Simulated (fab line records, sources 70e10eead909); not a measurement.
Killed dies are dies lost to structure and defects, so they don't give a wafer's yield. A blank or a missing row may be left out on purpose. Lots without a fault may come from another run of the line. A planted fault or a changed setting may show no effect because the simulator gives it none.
Problem report in the 8D (eight disciplines) form, filled by code | flow nand_harc | the parts of the form that need people (team, actions taken, sign-off) are left out

1. THE PROBLEM
killed_at_array at NHARC_END_SORT_01 reads a mean of 277 on 9 wafers of 3 lots; wafers without a fault read 49 with a standard deviation of 18. That is +13 standard deviations from the usual mean.
First seen on wafer L993.3, day 28 12:16, on prober-01. The record holds 9 wafers of 3 lots with a number at this step. Rule for "out", or "out of limits": more than 4 standard deviations from the usual mean. The other wafers with a number count as sound.

2. WHAT IT IS AND WHAT IT IS NOT
question                    | is                           | is not
which readings at this step | killed_at_array, killed_dies | -
which lots                  | L993, L994, L995             | -
which wafers of those lots  | all that have a number       | -
read on which gauges        | prober-01, prober-02         | -
when                        | from day 28 12:16            | up to then (0 sound wafers)

3. SUSPECTS, AND WHAT RULES EACH OUT
Counting: a tool at a process step up to the reading stays a suspect if it ran every lot that is out and no sound lot after the first of them.
- the gauge at NHARC_END_SORT_01: ruled out. The wafers that are out were read on 2 gauges (prober-01, prober-02).
- rie_diel-09 at NHARC_A_STAIRCASE_ETCH_201 (etches the open film in C4F8/O2, target depth 100 nm, time 40.5 s): kept. It ran every lot that is out, first L993 (day 20 08:59), and no sound lot after that. NHARC_A_STAIRCASE_ETCH_201 gives no start for some lots, so the hours and the order of its lots are those of NHARC_A_STAIRCASE_TRIM_202.
- rie_diel-09 at NHARC_A_STAIRCASE_TRIM_202 (chemistry O2, time 211.2 s): kept. It ran every lot that is out, first L993 (day 20 08:59), and no sound lot after that. Its own readings are out on those wafers: oes_product_au.
Left after counting: rie_diel-09 at NHARC_A_STAIRCASE_ETCH_201, rie_diel-09 at NHARC_A_STAIRCASE_TRIM_202.

4. THE CAUSE (what the simulator had put in)
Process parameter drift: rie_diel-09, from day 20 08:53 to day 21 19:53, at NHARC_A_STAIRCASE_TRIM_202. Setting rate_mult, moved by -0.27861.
Counting left 2 suspects, and this tool is among them.

5. THE CHAIN OF EFFECTS, in route order
Each row: a reading whose mean over the struck wafers that have a number lies more than 3 standard deviations from the usual. Only readings for which the record gives a usual standard deviation are gone through. hours: the time from each lot's start at the first step in this table that gives one to its start at this step, as a median over the lots. sigmas: the change in usual standard deviations.
hours | step                       | reading         | usual      | on struck wafers | change | sigmas
0     | NHARC_A_STAIRCASE_TRIM_202 | oes_product_au  | 0.998 a.u. | 0.823            | -0.175 | -13
196   | NHARC_END_SORT_01          | killed_at_array | 49         | 277              | +228   | +13
196   | NHARC_END_SORT_01          | killed_dies     | 54         | 284              | +230   | +12
The process steps in it:
- NHARC_A_STAIRCASE_TRIM_202: chemistry O2, time 211.2 s.

6. WHAT WOULD HAVE CAUGHT IT SOONER
In this record the first reading out of limits at a measuring or inspecting step was taken at day 28 12:16, 195 hours after the fault began at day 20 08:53.
The tool's own readings at NHARC_A_STAIRCASE_TRIM_202 were out on every struck wafer that the step has a row for (oes_product_au): an alarm limit on them would have fired on the first of those.
All the lots that are out (3) had begun NHARC_A_STAIRCASE_TRIM_202 on rie_diel-09 by day 28 12:16. A hold on the tool at that time would have spared none of them.
